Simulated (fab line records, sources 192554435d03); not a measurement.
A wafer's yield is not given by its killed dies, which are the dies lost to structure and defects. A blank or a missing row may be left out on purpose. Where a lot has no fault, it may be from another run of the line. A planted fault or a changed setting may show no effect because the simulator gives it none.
Chamber matching -- flow n5-finfet -- 4 sister chambers for N5_PASSIVATION_STRIP_14 on rie-diel-03
The step strips in O2. 4 wafers are shown with their chamber, then 11 later ones without.

WAFERS PAIRED WITH THEIR CHAMBERS
wafer,chamber,showerhead-plenum-p-Torr (Torr)
L087.4,1,2.11
L086.3,0,2.09
L086.4,2,2.14
L091.3,3,2.07

WAFERS WHOSE CHAMBER IS MISSING
wafer,showerhead-plenum-p-Torr (Torr)
L091.4,2.14
L091.5,2.09
L096.2,2.14
L096.3,2.09
L096.5,2.14
L093.1,2.10
L093.4,2.09
L093.5,2.07
L097.3,2.10
L097.5,2.09
L097.6,2.07

WHICH CHAMBER EACH ONE RAN IN
wafer,from the rows above,in truth
L091.4,2,2
L091.5,0,0
L096.2,2,2
L096.3,0,0
L096.5,2,2
L093.1,can't be placed: 1 or 0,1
L093.4,0,0
L093.5,3,3
L097.3,can't be placed: 1 or 0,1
L097.5,0,0
L097.6,3,3
Placed correctly: 9 of 11. Unplaceable from these rows: 2, with the true chamber sitting among the candidates in 2. 0 placed wrongly.
How it was worked out, from the rows above alone: a wafer's distance from a chamber is the root of the sum, over the readings, of the square of ((its reading less the chamber's mean) divided by the reading's scatter). The wafer belongs to the nearest chamber; if the next one is less than 2 further off, it can't be placed. Each chamber's mean is taken over the wafers shown for it. The scatter: root of mean squared gap, hidden wafer to nearest shown wafer, with one shown wafer a chamber.
